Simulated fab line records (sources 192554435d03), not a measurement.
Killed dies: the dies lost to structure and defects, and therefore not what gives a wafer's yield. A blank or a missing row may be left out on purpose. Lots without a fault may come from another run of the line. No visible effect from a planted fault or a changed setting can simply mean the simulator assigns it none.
A single fault, viewed from 2 desks | flow n5 finfet | only its own numbers are on each desk; what lay behind them is given at the end

AT THE METROLOGY DESK
What the gauges read for every lot (on any tool): the sampled wafers with a number, averaged. The brackets show how far a lot's mean lies from the usual mean; more than 4 standard deviations puts the lot out of limits, marked OUT. 7 of its 11 readings are shown, namely those furthest out on some lot.
Columns: A = cd nm at N5_BEOL_M3_CD_MEAS_18, usual 17.9 nm; B = DIBL_N at N5_BEOL_M4_RC_MEAS_101, usual 36.9 mV/V; C = DIBL_P at N5_BEOL_M4_RC_MEAS_101, usual 37.3 mV/V; D = ION_P at N5_BEOL_M4_RC_MEAS_101, usual 463 uA/um; E = SS_N at N5_BEOL_M4_RC_MEAS_101, usual 71.6 mV/dec; F = SS_P at N5_BEOL_M4_RC_MEAS_101, usual 73.4 mV/dec; G = VT_P at N5_BEOL_M4_RC_MEAS_101, usual -250 mV
lot  | first seen here | A    | B    | C    | D   | E    | F    | G
L866 | day 7 14:01     | 18.2 | 36.4 | 38.7 | 459 | 71.6 | 74.0 | -255
L868 | day 7 15:53     | 17.8 | 36.7 | 38.1 | 466 | 71.9 | 73.1 | -249
L869 | day 8 01:28     | 17.8 | 36.7 | 35.4 | 451 | 71.8 | 72.6 | -255
L879 | day 10 17:40    | 18.0 | -    | -    | -   | -    | -    | -
L877 | day 10 18:52    | 17.8 | -    | -    | -   | -    | -    | -
L884 | day 11 21:58    | 18.1 | 38.3 | 37.8 | 469 | 71.6 | 73.2 | -250
L885 | day 12 15:20    | 17.7 | 34.8 | 34.7 | 456 | 70.7 | 73.1 | -255
L887 | day 12 18:50    | 17.5 | 38.5 | 38.9 | 457 | 72.1 | 74.0 | -253
L888 | day 13 05:53    | 17.8 | 37.1 | 36.8 | 456 | 71.1 | 73.2 | -251
Finding of this desk: none of the 9 lots has anything out of limits.

THE TOOL OWNER'S DESK: rie diel-04
The tool's own readings at N5_BEOL_M3_ETCHBACK_99 (etches SiO2 in CHF3, target depth 5 nm, time 10.4 s): means of the sampled wafers that have a number, for each lot that ran on this tool. The brackets show how far a lot's mean lies from the usual mean; more than 4 standard deviations puts the lot out of limits, marked OUT. 7 of its 8 readings are shown, namely those furthest out on some lot.
Columns: A = CHF3_flow_sccm at N5_BEOL_M3_ETCHBACK_99, usual 12.00 sccm; B = bias w at N5_BEOL_M3_ETCHBACK_99, usual 47.01 W; C = drypump motor current A at N5_BEOL_M3_ETCHBACK_99, usual 5.7 A; D = oes_ar_750_au at N5_BEOL_M3_ETCHBACK_99, usual 0.80 a.u.; E = oes product au at N5_BEOL_M3_ETCHBACK_99, usual 0.80 a.u.; F = rf vpp V at N5_BEOL_M3_ETCHBACK_99, usual 241 V; G = throttle valve pct at N5_BEOL_M3_ETCHBACK_99, usual 17.03 %
lot  | first seen here | A     | B     | C   | D    | E    | F   | G
L866 | day 7 21:31     | 12.01 | 47.12 | 5.6 | 0.84 | 0.83 | 240 | 16.93
L885 | day 13 00:37    | 12.00 | 47.10 | 5.6 | 0.85 | 0.85 | 242 | 16.89
Finding of this desk: none of the 2 lots has anything out of limits.

BROUGHT TOGETHER
Metrology desk: nothing out of limits seen.
Nothing out of limits was seen by the tool owner's desk.

WHAT HAD BEEN PUT IN BY THE SIMULATOR
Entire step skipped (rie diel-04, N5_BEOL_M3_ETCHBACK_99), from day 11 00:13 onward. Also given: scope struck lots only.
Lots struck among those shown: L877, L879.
